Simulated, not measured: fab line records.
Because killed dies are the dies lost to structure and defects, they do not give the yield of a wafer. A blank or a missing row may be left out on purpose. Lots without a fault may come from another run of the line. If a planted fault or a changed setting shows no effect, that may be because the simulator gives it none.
Matching of chambers    flow n5-finfet    N5_BEOL_M9_ALD_74 on ald-metal-04: 4 sister chambers
The step deposits TaN, target thk 2 nm, pulse time 2 s, purge time 3 s. 4 wafers are shown with their chamber, then 8 later ones without.

WAFERS PAIRED WITH THEIR CHAMBERS
wafer   chamber  heater-power-w (W)
L919.2  3        399
L919.5  1        433
L920.2  0        501
L920.3  2        405

WAFERS MISSING THEIR CHAMBER
wafer   heater-power-w (W)
L920.6  408
L924.1  405
L924.3  400
L926.3  415
L926.5  407
L931.1  415
L931.5  411
L931.6  411

EACH ONE'S CHAMBER
wafer   from the rows above           in truth
L920.6  can't be placed: 2 or 3       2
L924.1  can't be placed: 2 or 3       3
L924.3  can't be placed: 3 or 2       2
L926.3  can't be placed: 2 or 3 or 1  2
L926.5  can't be placed: 2 or 3       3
L931.1  can't be placed: 2 or 3 or 1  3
L931.5  can't be placed: 2 or 3       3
L931.6  can't be placed: 2 or 3       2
Correctly placed: 0 of 8. From these rows, 8 cannot be placed; in 8 the true chamber is one of the candidates. 0 placed wrongly.
How it was worked out, from the rows above alone: a wafer's distance from a chamber is the root of the sum, over the readings, of the square of ((its reading less the chamber's mean) divided by the reading's scatter). If the next closest chamber is less than 2 further off than the closest, the wafer can't be placed; otherwise it belongs to the closest. For every chamber, the mean is computed from those of its wafers that are shown. The scatter: root of mean squared gap, hidden wafer to nearest shown wafer, with one shown wafer a chamber.
